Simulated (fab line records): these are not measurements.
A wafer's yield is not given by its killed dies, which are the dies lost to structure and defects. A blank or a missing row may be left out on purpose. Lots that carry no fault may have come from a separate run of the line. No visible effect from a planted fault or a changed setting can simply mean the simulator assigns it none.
fab line records + flow nand_harc
record:
- lots: 15
- wafers: 42
- last_day: 24
route steps=1159 shown A_SGD_CUT@765 A_SLIT@781 END@1159
lots that met no fault: from a run of the same line without faults
start_h: the number of hours between the record's first day and the start of the first shown wafer of the lot + wait_h: how many hours have passed since the lot's step before this one + " same as the row above + L1.1+2: a row that stands for several wafers + - no value, or no start was given + * or withheld: withheld + < > ~ a bound
route shown NAME@n: a module of which the file shows steps, and the number in the route of the first + usual: average and standard deviation across the fault-free wafers + same: alike in all rows + chamber/n: place in a boat + sites: each site's reading + _std_site: standard deviation of those values + _edge_site: the outer-site mean with the inner-site mean subtracted + radius_mm: for every site, how far away it sits from the centre of the wafer + mask NAME#n: copy n + behind: the last tool/chamber to shape the wafer + hold: why the lot went on hold/how many hours it stayed there/how the hold came to an end + device: the n, p or np transistor that did not switch + end of line: at the end of the route, the tests of the same wafers + step lacking rows: just its recipe + killed: dies lost to structure and defects at the first sort, not the wafer's yield + map: shows each die of a wafer: x if killed, . if not, _ if none is there
set.NAME: setting as actually run; set.NAME@STEP: the setting as run at that earlier step + model.NAME: the simulator's own value behind a step, which no gauge read
the route's steps for a sample of lots (tables are steps, rows are wafers)
services: when a tool's chamber went out of use (start_h, in hours from the record's first day, below 0 if earlier), for how many hours, and the reason
== steps ==
step: NHARC_A_SGD_CUT_ETCH_16
recipe:
- target_depth_a: 3105
- time_s: 155.2
- c4f8_flow_sccm: withheld
- o2_flow_sccm: 8
- ar_flow_sccm: withheld
- rf_w: 600
- bias_w: 800
- chemistry: C4F8/O2/Ar
usual:
- oes_product_au: 0.968/0.015
- rf_vpp_V: 725/4.1
| lot.wafer | tool        | chamber | start_h | wait_h | oes_product_au | rf_hours_counter_h | rf_vpp_V |
|-----------|-------------|---------|---------|--------|----------------|--------------------|----------|
| L414.4    | rie_diel-12 | 3       | -       | -      | 0.983          | 8                  | 720      |
| L414.5    | "           | 0       | "       | "      | 0.977          | -                  | 729      |
| L414.6    | "           | 1       | "       | "      | 0.977          | -                  | 730      |
| L416.4    | rie_diel-13 | 2       | -       | -      | 0.976          | 3                  | 725      |
| L416.1    | "           | 3       | "       | "      | 0.983          | 3                  | 725      |
| L416.3    | "           | 0       | "       | "      | 0.982          | 3                  | 725      |
| L419.2    | rie_diel-12 | 3       | -       | -      | 0.992          | 10                 | 720      |
| L419.5    | "           | 3       | "       | "      | 0.986          | -                  | 719      |
| L419.6    | "           | 0       | "       | "      | 0.982          | -                  | 729      |
| L417.2    | rie_diel-13 | 1       | -       | -      | 0.982          | 3                  | 720      |
| L417.1    | "           | 2       | "       | "      | 0.962          | 3                  | 724      |
| L417.6    | "           | 3       | "       | "      | 0.967          | -                  | 727      |
| L415.4    | rie_diel-12 | 3       | -       | -      | 0.995          | 10                 | 720      |
| L415.5    | "           | 2       | "       | "      | 0.962          | -                  | 730      |
| L415.6    | "           | 3       | "       | "      | 0.997          | -                  | 721      |
| L418.1    | rie_diel-12 | 2       | 332.19  | 0.1    | 0.977          | 13                 | 728      |
| L418.2    | "           | 0       | "       | "      | 0.974          | 12                 | 729      |
| L418.5    | "           | 2       | "       | "      | 0.978          | -                  | 728      |
| L421.2    | rie_diel-12 | 1       | -       | -      | 0.955          | 13                 | 730      |
| L421.4    | "           | 2       | "       | "      | 0.951          | 15                 | 728      |
| L421.6    | "           | 0       | "       | "      | 0.958          | -                  | 727      |
| L426.2    | rie_diel-02 | 1       | -       | -      | 0.947          | 4                  | 728      |
| L426.1    | "           | 2       | "       | "      | 0.954          | 4                  | 718      |
| L429.1    | rie_diel-02 | 2       | -       | -      | 0.952          | 6                  | 718      |
| L429.2    | "           | 0       | "       | "      | 0.950          | 6                  | 719      |
| L433.3    | rie_diel-02 | 0       | -       | -      | 0.974          | 7                  | 718      |
| L433.1    | "           | 1       | "       | "      | 0.983          | 7                  | 728      |
| L433.6    | "           | 1       | "       | "      | 0.981          | -                  | 728      |
| L430.1    | rie_diel-13 | 3       | -       | -      | 0.978          | 15                 | 726      |
| L430.6    | "           | 1       | "       | "      | 0.979          | -                  | 721      |
| L434.3    | rie_diel-02 | 2       | -       | -      | 0.972          | 8                  | 719      |
| L434.1    | "           | 0       | "       | "      | 0.963          | 8                  | 719      |
| L434.4    | "           | 0       | "       | "      | 0.966          | -                  | 719      |
| L435.3    | rie_diel-12 | 3       | -       | -      | 0.987          | 5                  | 720      |
| L435.4    | "           | 0       | "       | "      | 0.982          | 6                  | 730      |
| L435.1    | "           | 1       | "       | "      | 0.975          | 6                  | 730      |
| L437.2    | rie_diel-13 | 2       | -       | -      | 0.961          | 16                 | 724      |
| L437.4    | "           | 1       | "       | "      | 0.989          | 12                 | 722      |
| L437.5    | "           | 3       | "       | "      | 0.967          | -                  | 726      |
| L436.2    | rie_diel-12 | 2       | -       | -      | 0.961          | 6                  | 728      |
| L436.4    | "           | 0       | "       | "      | 0.960          | 7                  | 728      |
| L436.6    | "           | 2       | "       | "      | 0.961          | -                  | 730      |
step: NHARC_A_SLIT_DEP_23
recipe:
- target_thk_a: 1000
- target_thk_nm: 100
- temp_c: 400
- pressure_torr: 3.5
- flow_sccm: 200
- rf_w: 350
- material: SiON
usual:
- heater_power_w: 772/86
| lot.wafer | tool     | chamber | start_h | wait_h | heater_power_w |
|-----------|----------|---------|---------|--------|----------------|
| L414.5    | pecvd-02 | 2       | 311.10  | 0.4    | 728            |
| L414.4    | "        | 0       | "       | "      | 908            |
| L414.6    | "        | 1       | "       | "      | 830            |
| L416.3    | pecvd-02 | 2       | 329.67  | 1.1    | 708            |
| L416.1    | "        | 0       | "       | "      | 928            |
| L416.4    | "        | 0       | "       | "      | 913            |
| L417.2    | pecvd-04 | 0       | 329.78  | 1.3    | 625            |
| L417.1    | "        | 2       | "       | "      | 928            |
| L417.6    | "        | 1       | "       | "      | 782            |
| L419.2    | pecvd-01 | 2       | 330.37  | 1.3    | 846            |
| L419.6    | "        | 1       | "       | "      | 740            |
| L419.5    | "        | 2       | "       | "      | 867            |
| L415.6    | pecvd-04 | 2       | 331.73  | 0.2    | 861            |
| L415.5    | "        | 0       | "       | "      | 683            |
| L415.4    | "        | 1       | "       | "      | 733            |
| L418.1    | pecvd-04 | 0       | 340.69  | 1.6    | 675            |
| L418.2    | "        | 2       | "       | "      | 771            |
| L418.5    | "        | 0       | "       | "      | 679            |
| L421.2    | pecvd-04 | 2       | 369.42  | 1.5    | 810            |
| L421.4    | "        | 0       | "       | "      | 669            |
| L421.6    | "        | 1       | "       | "      | 675            |
| L426.2    | pecvd-02 | 0       | 395.15  | 1.4    | 885            |
| L426.1    | "        | 1       | "       | "      | 798            |
| L429.1    | pecvd-04 | 0       | 423.05  | 1.7    | 600            |
| L429.2    | "        | 1       | "       | "      | 764            |
| L433.1    | pecvd-02 | 1       | 432.21  | 1.7    | 828            |
| L433.3    | "        | 0       | "       | "      | 863            |
| L433.6    | "        | 1       | "       | "      | 823            |
| L430.1    | pecvd-01 | 2       | 434.20  | 1.7    | 895            |
| L430.6    | "        | 1       | "       | "      | 754            |
| L435.1    | pecvd-04 | 2       | 437.94  | 1.6    | 809            |
| L435.3    | "        | 0       | "       | "      | 655            |
| L435.4    | "        | 2       | "       | "      | 811            |
| L434.1    | pecvd-01 | 1       | 439.04  | 1.7    | 741            |
| L434.3    | "        | 0       | "       | "      | 807            |
| L434.4    | "        | 0       | "       | "      | 822            |
| L437.2    | pecvd-01 | 1       | 452.38  | 1.4    | 747            |
| L437.4    | "        | 2       | "       | "      | 782            |
| L437.5    | "        | 2       | "       | "      | 798            |
| L436.2    | pecvd-02 | 1       | 453.68  | 1.4    | 786            |
| L436.4    | "        | 2       | "       | "      | 711            |
| L436.6    | "        | 1       | "       | "      | 781            |
step: NHARC_A_SLIT_SOFTBAKE_04
recipe:
- temp_c: 105
- time_s: 55
usual:
- heater_power_total_W: 188.45/0.14
| lot.wafer | tool           | chamber | start_h | wait_h | heater_power_total_W |
|-----------|----------------|---------|---------|--------|----------------------|
| L414.4    | litho_track-04 | 0       | 311     | -      | 188.66               |
| L414.5    | "              | 0       | "       | "      | 188.35               |
| L414.6    | "              | 0       | "       | "      | 188.45               |
| L416.1    | litho_track-04 | 0       | 329     | -      | 188.45               |
| L416.3    | "              | 0       | "       | "      | 188.64               |
| L416.4    | "              | 0       | "       | "      | 188.28               |
| L417.1    | litho_track-01 | 0       | 330     | -      | 188.30               |
| L417.2    | "              | 0       | "       | "      | 188.40               |
| L417.6    | "              | 0       | "       | "      | 188.35               |
| L419.2    | litho_track-06 | 0       | 330     | -      | 188.43               |
| L419.5    | "              | 0       | "       | "      | 188.79               |
| L419.6    | "              | 0       | "       | "      | 188.43               |
| L415.4    | litho_track-06 | 0       | 331     | -      | 188.35               |
| L415.5    | "              | 0       | "       | "      | 188.49               |
| L415.6    | "              | 0       | "       | "      | 188.31               |
| L418.1    | litho_track-06 | 0       | 340     | -      | 188.45               |
| L418.2    | "              | 0       | "       | "      | 188.43               |
| L418.5    | "              | 0       | "       | "      | 188.41               |
| L421.2    | litho_track-04 | 0       | 369     | -      | 188.35               |
| L421.4    | "              | 0       | "       | "      | 188.35               |
| L421.6    | "              | 0       | "       | "      | 188.40               |
| L426.1    | litho_track-01 | 0       | 395     | -      | 197.14               |
| L426.2    | "              | 0       | "       | "      | 188.34               |
| L429.1    | litho_track-01 | 0       | 423     | -      | 196.93               |
| L429.2    | "              | 0       | "       | "      | 188.48               |
| L433.1    | litho_track-04 | 0       | 432     | -      | 188.27               |
| L433.3    | "              | 0       | "       | "      | 188.40               |
| L433.6    | "              | 0       | "       | "      | 188.40               |
| L430.1    | litho_track-01 | 0       | 434     | -      | 197.20               |
| L430.6    | "              | 0       | "       | "      | 188.42               |
| L435.1    | litho_track-06 | 0       | 438     | -      | 188.30               |
| L435.3    | "              | 0       | "       | "      | 188.67               |
| L435.4    | "              | 0       | "       | "      | 188.31               |
| L434.1    | litho_track-04 | 0       | 439     | -      | 188.33               |
| L434.3    | "              | 0       | "       | "      | 188.44               |
| L434.4    | "              | 0       | "       | "      | 188.30               |
| L437.2    | litho_track-04 | 0       | 452     | -      | 188.30               |
| L437.4    | "              | 0       | "       | "      | 188.33               |
| L437.5    | "              | 0       | "       | "      | 188.47               |
| L436.2    | litho_track-04 | 0       | 453     | -      | 188.35               |
| L436.4    | "              | 0       | "       | "      | 188.29               |
| L436.6    | "              | 0       | "       | "      | 188.38               |
step: NHARC_A_SLIT_ETCH_17
recipe:
- bias_v: 900
- source_w: withheld
- pressure_mtorr: 20
- ar_flow_sccm: 375
- c4f8_flow_sccm: 83.3
- o2_flow_sccm: 41.7
- time_s: 1687.5
- target_depth_a: 1.01e+05
- chemistry: C4F8/O2/Ar
usual:
- drypump_motor_current_A: 5.6/0.43
- showerhead_plenum_p_Torr: 3.74/0.092
- throttle_valve_pct: 32.047/0.0088
| lot.wafer | tool        | chamber | start_h | wait_h | drypump_motor_current_A | rf_hours_counter_h | showerhead_plenum_p_Torr | throttle_valve_pct |
|-----------|-------------|---------|---------|--------|-------------------------|--------------------|--------------------------|--------------------|
| L414.4    | har_etch-02 | 0       | 314.28  | -      | 6.0                     | -                  | 3.85                     | 32.055             |
| L414.5    | "           | 1       | "       | "      | 5.3                     | -                  | 3.64                     | 32.036             |
| L414.6    | "           | 0       | "       | "      | 5.9                     | -                  | 3.85                     | 32.051             |
| L416.1    | har_etch-02 | 1       | 331.18  | -      | 5.3                     | 169                | 3.63                     | 32.047             |
| L416.4    | "           | 1       | "       | "      | 5.3                     | -                  | 3.63                     | 32.031             |
| L416.3    | "           | 0       | "       | "      | 6.0                     | -                  | 3.84                     | 32.049             |
| L417.2    | har_etch-02 | 1       | 332.88  | -      | 5.3                     | 170                | 3.63                     | 32.048             |
| L417.1    | "           | 0       | "       | "      | 6.0                     | 170                | 3.84                     | 32.038             |
| L417.6    | "           | 1       | "       | "      | 5.3                     | -                  | 3.63                     | 32.051             |
| L419.2    | har_etch-02 | 0       | 334.55  | -      | 6.0                     | 172                | 3.84                     | 32.047             |
| L419.6    | "           | 0       | "       | "      | 6.0                     | -                  | 3.84                     | 32.048             |
| L419.5    | "           | 1       | "       | "      | 5.3                     | -                  | 3.63                     | 32.039             |
| L415.4    | har_etch-01 | 0       | 335.34  | -      | 4.8                     | -                  | 3.79                     | 32.053             |
| L415.6    | "           | 0       | "       | "      | 4.8                     | -                  | 3.79                     | 32.054             |
| L415.5    | "           | 1       | "       | "      | 5.9                     | -                  | 3.79                     | 32.064             |
| L418.1    | har_etch-02 | 0       | 342.33  | -      | 6.0                     | 177                | 3.84                     | 32.035             |
| L418.2    | "           | 1       | "       | "      | 5.3                     | 177                | 3.63                     | 32.050             |
| L418.5    | "           | 1       | "       | "      | 5.3                     | -                  | 3.63                     | 32.047             |
| L421.2    | har_etch-01 | 1       | 372.43  | -      | 5.9                     | 21                 | 3.79                     | 32.040             |
| L421.4    | "           | 0       | "       | "      | 4.8                     | -                  | 3.79                     | 32.044             |
| L421.6    | "           | 1       | "       | "      | 5.9                     | -                  | 3.79                     | 32.041             |
| L426.1    | har_etch-01 | 0       | 397.99  | -      | 4.8                     | 36                 | 3.78                     | 32.055             |
| L426.2    | "           | 1       | "       | "      | 5.9                     | 36                 | 3.78                     | 32.065             |
| L429.1    | har_etch-02 | 1       | 424.58  | -      | 5.3                     | 211                | 3.61                     | 32.035             |
| L429.2    | "           | 0       | "       | "      | 6.0                     | 211                | 3.82                     | 32.047             |
| L433.1    | har_etch-02 | 0       | 434.10  | -      | 6.0                     | 213                | 3.82                     | 32.039             |
| L433.3    | "           | 1       | "       | "      | 5.3                     | -                  | 3.61                     | 32.034             |
| L433.6    | "           | 1       | "       | "      | 5.3                     | -                  | 3.61                     | 32.035             |
| L430.1    | har_etch-02 | 1       | 435.85  | -      | 5.3                     | 214                | 3.61                     | 32.050             |
| L430.6    | "           | 1       | "       | "      | 5.3                     | -                  | 3.61                     | 32.066             |
| L435.1    | har_etch-02 | 0       | 441.94  | -      | 6.0                     | 219                | 3.82                     | 32.056             |
| L435.4    | "           | 1       | "       | "      | 5.3                     | -                  | 3.61                     | 32.050             |
| L435.3    | "           | 0       | "       | "      | 6.0                     | -                  | 3.82                     | 32.048             |
| L434.1    | har_etch-02 | 1       | 443.36  | -      | 5.3                     | 221                | 3.61                     | 32.047             |
| L434.3    | "           | 1       | "       | "      | 5.3                     | -                  | 3.61                     | 32.050             |
| L434.4    | "           | 0       | "       | "      | 6.0                     | -                  | 3.81                     | 32.046             |
| L437.2    | har_etch-01 | 1       | 454.21  | -      | 6.0                     | 60                 | 3.76                     | 32.059             |
| L437.4    | "           | 1       | "       | "      | 5.9                     | -                  | 3.76                     | 32.063             |
| L437.5    | "           | 0       | "       | "      | 4.8                     | -                  | 3.76                     | 32.064             |
| L436.2    | har_etch-02 | 0       | 455.50  | -      | 5.9                     | 226                | 3.81                     | 32.066             |
| L436.4    | "           | 0       | "       | "      | 6.0                     | -                  | 3.81                     | 32.058             |
| L436.6    | "           | 0       | "       | "      | 6.0                     | -                  | 3.81                     | 32.060             |
step: NHARC_END_SORT_01
recipe:
- temp_c: 25
usual:
- killed_at_array: 27/11
- killed_at_other: 0.8/1.1
- killed_at_periphery: 2.8/1.9
- killed_dies: 30/11
- killed_open: 3.3/1.8
- killed_short: 2.3/1.5
same:
- gross_dies: 677
| lot.wafer | tool      | chamber | start_h | wait_h | killed_at_array | killed_at_other | killed_at_periphery | killed_dies | killed_open | killed_short |
|-----------|-----------|---------|---------|--------|-----------------|-----------------|---------------------|-------------|-------------|--------------|
| L421.2    | prober-01 | 0       | 482.54  | 2.8    | 15              | 0               | 2                   | 17          | 4           | 2            |
| L421.4    | prober-01 | 0       | 484.14  | 3.4    | 19              | 0               | 1                   | 20          | 4           | 3            |
| L421.6    | prober-01 | 0       | 485.74  | 4.0    | 9               | 2               | 2                   | 13          | 3           | 2            |
| L430.1    | prober-02 | 0       | 547.87  | 2.5    | 38              | 0               | 1                   | 39          | 0           | 1            |
| L430.6    | prober-02 | 0       | 551.88  | 4.0    | 35              | 1               | 1                   | 37          | 1           | 3            |
| L435.1    | prober-02 | 0       | 563.46  | 2.5    | 28              | 1               | 5                   | 34          | 4           | 2            |
| L435.3    | prober-02 | 0       | 565.06  | 3.1    | 43              | 1               | 2                   | 46          | 4           | 4            |
| L435.4    | prober-02 | 0       | 565.87  | 3.4    | 19              | 0               | 4                   | 23          | 5           | 1            |
| L437.2    | prober-02 | 0       | 585.37  | 2.8    | 20              | 3               | 0                   | 23          | 0           | 1            |
| L437.4    | prober-02 | 0       | 586.97  | 3.4    | 26              | 1               | 1                   | 28          | 2           | 4            |
| L437.5    | prober-02 | 0       | 587.77  | 3.7    | 17              | 0               | 2                   | 19          | 2           | 3            |
killed by level:class
L421.2 A_STAIRCASE:chamber_film_flake=5 A_CHANNEL_FILL_D1:chamber_film_flake=3 A_CONTACT:geometric_particle:open=2 P_GATE:geometric_particle:open=1 P_M1:geometric_particle:open=1 A_ONON_D1:geometric_particle:short=1 A_CHANNEL_HOLE_D1:geometric_particle:short=1 A_CHANNEL_HOLE_D1:chamber_film_flake=1
L421.4 A_CHANNEL_HOLE_D1:chamber_film_flake=7 A_STAIRCASE:chamber_film_flake=3 A_CHANNEL_FILL_D1:geometric_particle:short=2 A_M0:geometric_particle:open=2 A_CHANNEL_FILL_D1:geometric_particle:open=1 A_SGD_CUT:geometric_particle:short=1 A_WL_FILL:geometric_particle:open=1 P_STI:chamber_film_flake=1
L421.6 A_CONTACT:chamber_film_flake=2 P_STI:geometric_particle:open=1 A_ONON_D1:geometric_particle:open=1 A_CONTACT:geometric_particle:open=1 A_BLC:geometric_particle:short=1 P_STI:chamber_film_flake=1 STARTING-WAFER:geometric_particle:short=1 A_CHANNEL_HOLE_D1:chamber_film_flake=1
L430.1 A_CHANNEL_HOLE_D1:chamber_film_flake=21 A_SLIT:chamber_film_flake=8 A_CONTACT:chamber_film_flake=6 A_STAIRCASE:chamber_film_flake=2 P_GATE:geometric_particle:short=1 A_ZERO_WELL:chamber_film_flake=1
L430.6 A_CHANNEL_HOLE_D1:chamber_film_flake=13 A_SLIT:chamber_film_flake=9 A_CONTACT:chamber_film_flake=6 A_STAIRCASE:chamber_film_flake=5 P_GATE:geometric_particle:short=1 A_CONTACT:geometric_particle:short=1 A_BLC:geometric_particle:open=1 STARTING-WAFER:geometric_particle:short=1
L435.1 A_SLIT:chamber_film_flake=14 A_STAIRCASE:chamber_film_flake=7 A_CONTACT:chamber_film_flake=5 P_GATE:geometric_particle:short=1 P_CONTACT:geometric_particle:open=1 P_M0:geometric_particle:open=1 A_ONON_D1:geometric_particle:open=1 A_CONTACT:geometric_particle:open=1
L435.3 A_SLIT:chamber_film_flake=18 A_CONTACT:chamber_film_flake=7 A_STAIRCASE:chamber_film_flake=6 A_CHANNEL_HOLE_D1:chamber_film_flake=4 A_WL_FILL:chamber_film_flake=3 P_M0:geometric_particle:short=1 P_M0:geometric_particle:open=1 A_CHANNEL_FILL_D1:geometric_particle:open=1
L435.4 A_CONTACT:chamber_film_flake=7 A_SLIT:chamber_film_flake=6 A_CHANNEL_HOLE_D1:chamber_film_flake=2 A_STAIRCASE:chamber_film_flake=2 P_GATE:geometric_particle:open=1 P_M0:geometric_particle:open=1 P_M1:geometric_particle:open=1 P_M1:geometric_particle:short=1
L437.2 A_CONTACT:chamber_film_flake=8 A_STAIRCASE:chamber_film_flake=5 A_CHANNEL_HOLE_D1:chamber_film_flake=4 THIN_TSV:chamber_film_flake=3 A_BLC:geometric_particle:short=1 A_SLIT:chamber_film_flake=1 A_WL_FILL:chamber_film_flake=1
L437.4 A_CHANNEL_HOLE_D1:chamber_film_flake=10 A_SLIT:chamber_film_flake=3 A_WL_FILL:chamber_film_flake=3 A_STAIRCASE:chamber_film_flake=2 A_CONTACT:chamber_film_flake=2 P_CONTACT:geometric_particle:open=1 A_ONON_D1:geometric_particle:short=1 A_CHANNEL_HOLE_D1:geometric_particle:short=1
L437.5 A_CHANNEL_HOLE_D1:chamber_film_flake=5 A_STAIRCASE:chamber_film_flake=5 A_CONTACT:chamber_film_flake=3 P_CONTACT:geometric_particle:short=1 P_M0:geometric_particle:open=1 A_CHANNEL_FILL_D1:geometric_particle:short=1 A_WL_FILL:geometric_particle:short=1 A_M1:geometric_particle:open=1
== services ==
| tool           | chamber | start_h | hours | kind   |
|----------------|---------|---------|-------|--------|
| rie_diel-12    | 3       | 282.83  | 4.1   | repair |
| pecvd-04       | 2       | 289.92  | 14.7  | repair |
| litho_track-06 | -       | 292.00  | 7.0   | pm     |
| rie_diel-13    | 2       | 302.04  | 4.4   | repair |
| har_etch-01    | -       | 308.45  | 17.0  | pm     |
| litho_track-04 | -       | 316.00  | 7.0   | pm     |
| rie_diel-12    | 1       | 327.02  | 12.7  | repair |
| rie_diel-02    | -       | 327.78  | 9.0   | pm     |
| rie_diel-12    | 3       | 330.65  | 11.5  | repair |
| pecvd-02       | -       | 334.00  | 13.0  | pm     |
| rie_diel-13    | 2       | 336.84  | 5.3   | repair |
| pecvd-01       | 0       | 345.41  | 3.6   | repair |
| pecvd-04       | -       | 360.38  | 0.3   | repair |
| har_etch-02    | -       | 362.15  | 0.2   | repair |
| rie_diel-13    | 1       | 366.36  | 30.1  | repair |
| rie_diel-12    | 0       | 369.94  | 2.3   | repair |
| rie_diel-12    | 1       | 373.02  | 6.4   | repair |
| pecvd-04       | -       | 376.21  | 13.0  | pm     |
| rie_diel-12    | -       | 379.40  | 9.0   | pm     |
| pecvd-01       | -       | 389.82  | 0.6   | repair |
| rie_diel-02    | 3       | 391.45  | 4.9   | repair |
| pecvd-01       | -       | 418.60  | 13.0  | pm     |
| pecvd-01       | 0       | 451.17  | 21.6  | repair |
| rie_diel-13    | -       | 453.10  | 9.0   | pm     |
== key ==
first_sign:
- step: NHARC_A_SLIT_SOFTBAKE_04
- reading: heater_power_total_W
- direction: up
- sigmas: 61
- usual: *
- struck: *
effect none on later readings
met_at NHARC_A_SLIT_SOFTBAKE_04
struck_lots L426,L429,L430
struck_wafers L426.1,L429.1,L430.1
sort_left_out L426.1,L429.1
tester_left_out L426,L429,L430
not_acting_at NHARC_A_SGD_CUT_ETCH_16,NHARC_A_SLIT_DEP_23,NHARC_A_SLIT_ETCH_17
onset_between 330 395
fault:
- kind: process_parameter_drift
- tool: litho_track-01
- chamber: -
- onset_h: 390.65
- steps: NHARC_A_SLIT_SOFTBAKE_04
- channel: time_s
- offset: *
- shape: step
- end_h: 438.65
- scope: struck_wafers_only
- acts_in: *
- stated: *
tester_left_out: of these lots the tester's yield and bins aren't shown, on N5 and GAA mostly nor the transistor test; their killed dies are dies lost to structure and defects alone, not to doping, threshold or leakage, so they don't give the yield
sort_left_out: the simulated sort isn't trusted on such a fault, so these wafers' sort isn't shown, and their yield isn't known
